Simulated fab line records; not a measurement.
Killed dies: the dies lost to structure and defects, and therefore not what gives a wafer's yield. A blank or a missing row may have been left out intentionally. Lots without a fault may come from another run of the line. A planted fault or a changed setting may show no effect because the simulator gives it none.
Chamber matching + flow n5_finfet + 4 sister chambers for N5_BEOL_M6_DESCUM_16 on rie_diel-03
The step chemistry O2, time 7.9 s. 16 wafers are shown with their chamber, then 7 later ones without.

EACH WAFER AND ITS CHAMBER
| wafer  | chamber | showerhead_plenum_p_Torr (Torr) | throttle_valve_pct (%) | oes_product_au (a.u.) |
|--------|---------|---------------------------------|------------------------|-----------------------|
| L924.3 | 1       | 2.05                            | 19.98                  | 0.86                  |
| L924.4 | 3       | 2.00                            | 20.66                  | 0.75                  |
| L924.5 | 0       | 2.21                            | 20.07                  | 0.88                  |
| L925.2 | 0       | 2.21                            | 20.07                  | 0.88                  |
| L925.3 | 3       | 2.00                            | 20.64                  | 0.75                  |
| L925.4 | 1       | 2.05                            | 19.96                  | 0.85                  |
| L934.1 | 0       | 2.20                            | 20.10                  | 0.85                  |
| L934.5 | 3       | 1.99                            | 20.68                  | 0.73                  |
| L935.1 | 3       | 1.99                            | 20.70                  | 0.73                  |
| L935.2 | 0       | 2.20                            | 20.10                  | 0.84                  |
| L935.6 | 0       | 2.20                            | 20.11                  | 0.84                  |
| L936.1 | 2       | 2.05                            | 20.11                  | 0.93                  |
| L936.5 | 1       | 2.04                            | 20.00                  | 0.81                  |
| L936.6 | 0       | 2.20                            | 20.11                  | 0.83                  |
| L938.3 | 0       | 2.20                            | 20.12                  | 0.83                  |
| L938.5 | 1       | 2.04                            | 20.01                  | 0.80                  |

SIGNATURES (means of the wafers above)
| reading                  | chamber 0 | chamber 1 | chamber 2 | chamber 3 | scatter within a chamber |
|--------------------------|-----------|-----------|-----------|-----------|--------------------------|
| showerhead_plenum_p_Torr | 2.2029    | 2.0450    | 2.0500    | 1.9950    | 0.00535                  |
| throttle_valve_pct       | 20.0971   | 19.9875   | 20.1100   | 20.6700   | 0.022                    |
| oes_product_au           | 0.8500    | 0.8300    | 0.9300    | 0.7400    | 0.022                    |
Rule: a wafer lies at a distance from a chamber equal to the root of the sum of squares, over the readings, of (its reading less the chamber's mean, divided by the reading's scatter). If the next closest chamber is less than 2 further off than the closest, the wafer can't be placed; otherwise it belongs to the closest. The scatter: take each reading less its chamber's mean, square it, sum over the shown wafers, divide by the number of wafers less the number of chambers, and take the root.

WAFERS WHOSE CHAMBER IS MISSING
| wafer  | showerhead_plenum_p_Torr (Torr) | throttle_valve_pct (%) | oes_product_au (a.u.) |
|--------|---------------------------------|------------------------|-----------------------|
| L938.6 | 2.05                            | 20.12                  | 0.92                  |
| L944.1 | 2.05                            | 20.13                  | 0.89                  |
| L944.5 | 2.05                            | 20.13                  | 0.89                  |
| L944.6 | 2.04                            | 20.03                  | 0.79                  |
| L946.3 | 2.04                            | 20.05                  | 0.79                  |
| L946.4 | 2.05                            | 20.13                  | 0.89                  |
| L946.6 | 2.19                            | 20.13                  | 0.81                  |

WHICH CHAMBER EACH WENT THROUGH
| wafer  | from the rows above | in truth |
|--------|---------------------|----------|
| L938.6 | 2                   | 2        |
| L944.1 | 2                   | 2        |
| L944.5 | 2                   | 2        |
| L944.6 | 1                   | 1        |
| L946.3 | 1                   | 1        |
| L946.4 | 2                   | 2        |
| L946.6 | 0                   | 0        |
7 of 7 placed correctly. Not placeable from these rows: 0. Number placed wrongly: 0.
